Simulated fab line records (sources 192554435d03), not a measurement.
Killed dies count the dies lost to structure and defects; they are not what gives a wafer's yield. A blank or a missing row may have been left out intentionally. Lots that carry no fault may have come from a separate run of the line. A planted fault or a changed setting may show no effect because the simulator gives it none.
A lot that was struck, set against a sound lot | flow n5_finfet | 28 out of 1938 route steps
Sound: the wafers L190.1, L190.4, L190.5. Struck: wafer L200.4 (L200.1, L200.3, from the same lot, were not struck and are left out); the cause is given at the end.
For every step that has rows: the tool of each side, followed by ch and its chambers, followed by its first start. Under that, the readings that differ: sound wafers | struck wafers | difference of the means | sigmas: that difference in standard deviations of wafers without a fault.
alike: same words and numbers on both sides, and readings whose means sit less than 2 such deviations apart. not compared: any withheld reading, any reading some wafer has no value for, any bound like >300 that may hide the same value, and any number with overlapping values for which the record gives no deviation.
A row with sigmas, a row that says differs or no value, or rows on one side alone: a step with any of these is where the two part. Numbers that have no deviation but don't overlap get no sigmas and don't part them. A reading that every wafer of one side lacks parts them only if that side has two wafers or more.

first, 12 steps without rows for these wafers: N5_MOL_CONTACT_COAG_ETCH_89 (etches underlayer in N2/H2, target depth 13 nm, time 10.4 s); N5_MOL_CONTACT_COAG_ETCH_90 (etches SiARC in CF4, target depth 13 nm, time 21.7 s); N5_MOL_CONTACT_COAG_ALD_131 (deposits SiO2, target thk 5 nm, pulse time 1 s, co reactant pulse time 1 s); N5_MOL_CONTACT_COAG_ETCHBACK_132 (etches SiO2 in CHF3, target depth 10 nm, time 6.7 s); N5_MOL_CONTACT_COAG_ETCH_91 (etches SOC in N2/H2, target depth 60 nm, overetch 21 nm, time 101.2 s); N5_MOL_CONTACT_COAG_STRIP_92 (strips in N2/H2); N5_MOL_CONTACT_COAG_STRIP_93 (strips in N2/H2); N5_MOL_CONTACT_COAG_ETCHBACK_135 (etches SiO2 in CHF3, target depth 25 nm, time 16.7 s); N5_MOL_CONTACT_COAG_STRIP_118 (strips in CHF3); N5_MOL_CONTACT_COAG_VIA_ETCH_46 (etches SiO2 in C4F6/O2, target depth 46 nm, overetch 9.2 nm, time 40 s); N5_MOL_CONTACT_COAG_STRIP_96 (strips in N2/H2); N5_MOL_CONTACT_COAG_ETCH_47 (etches SiNx in CH3F/O2, stops on W, target depth 27 nm).
N5_MOL_CONTACT_COAG_STRIP_119: strips in N2/H2, time 30 s.
  sound on plasma_asher-01 ch 0,1, day 8 01:44; struck on plasma_asher-01 ch 1, day 10 11:41
  alike: drypump_motor_current_A, heater_power_w
  not compared: rf_hours_counter_h
then, 11 steps without rows for these wafers: N5_MOL_CONTACT_COAG_PRECLEAN_144 (cleans in alkaline clean, time 60 s); N5_MOL_CONTACT_COAG_SRD_145 (time 30 s); N5_MOL_CONTACT_COAG_COAT_62 (time 60 s, resist thk 60 nm); N5_MOL_CONTACT_COAG_COAT_63 (time 60 s, resist thk 10 nm); N5_MOL_CONTACT_COAG_COAT_64 (time 60 s, resist thk 10 nm); N5_MOL_CONTACT_COAG_COAT_34 (resist thk 40 nm); N5_MOL_CONTACT_COAG_EBR_36; N5_MOL_CONTACT_COAG_SOFTBAKE_35 (time 60 s); N5_MOL_CONTACT_COAG_EXPOSE_37 (exposes mask VD, defocus 0 nm); N5_MOL_CONTACT_COAG_PEB_38 (peb time 60 s); N5_MOL_CONTACT_COAG_DEVELOP_39 (develop time 30 s).
N5_MOL_CONTACT_COAG_INSPECT_42: inspects for defects (brightfield).
  sound on defect_inspect-02 at day 8 02:25; struck on defect_inspect-02 at day 10 12:23
  reading          | sound       | struck | difference | sigmas
  raw_defect_count | 268 186 201 | 828    | +610       | +12
then, 1 step without rows for these wafers: N5_MOL_CONTACT_COAG_DESCUM_45 (chemistry O2, time 7 s).
-- here the record skips 3 days between the struck wafers' starts before and after, leaving off in module MOL_CONTACT_COAG and picking up in module BEOL_M4 (first step shown: number 1111 of the route) --
N5_BEOL_M4_RC_MEAS_101:
  sound on prober-01 ch 0, day 10 11:35; struck on prober-01 ch 0, day 13 10:23
  reading        | sound          | struck | difference | sigmas
  DIBL_P (mV/V)  | 36.0 33.6 35.0 | 40.1   | +5.2       | +2
  IOFF_N (nA/um) | 0.19 0.13 0.17 | 0.26   | +0.10      | +3
  SS_N (mV/dec)  | 72.9 70.5 72.1 | 73.5   | +1.7       | +2
  alike: DIBL_N, IOFF_P, ION_N, ION_P, SS_P, VT_N, VT_P
-- a jump in the record: the struck wafers' starts before and after are 4 days apart (it breaks off in module BEOL_M4 and resumes in module PASSIVATION, where the first step shown is number 1936 of the route) --
N5_PASSIVATION_PROBE_49:
  record: rows for the struck wafers here (prober-01, day 17 10:31), none for the sound ones

== WHERE THEY PART ==
Earliest at N5_MOL_CONTACT_COAG_INSPECT_42; latest, in this record, at N5_PASSIVATION_PROBE_49.

WHY: what had been put in by the simulator
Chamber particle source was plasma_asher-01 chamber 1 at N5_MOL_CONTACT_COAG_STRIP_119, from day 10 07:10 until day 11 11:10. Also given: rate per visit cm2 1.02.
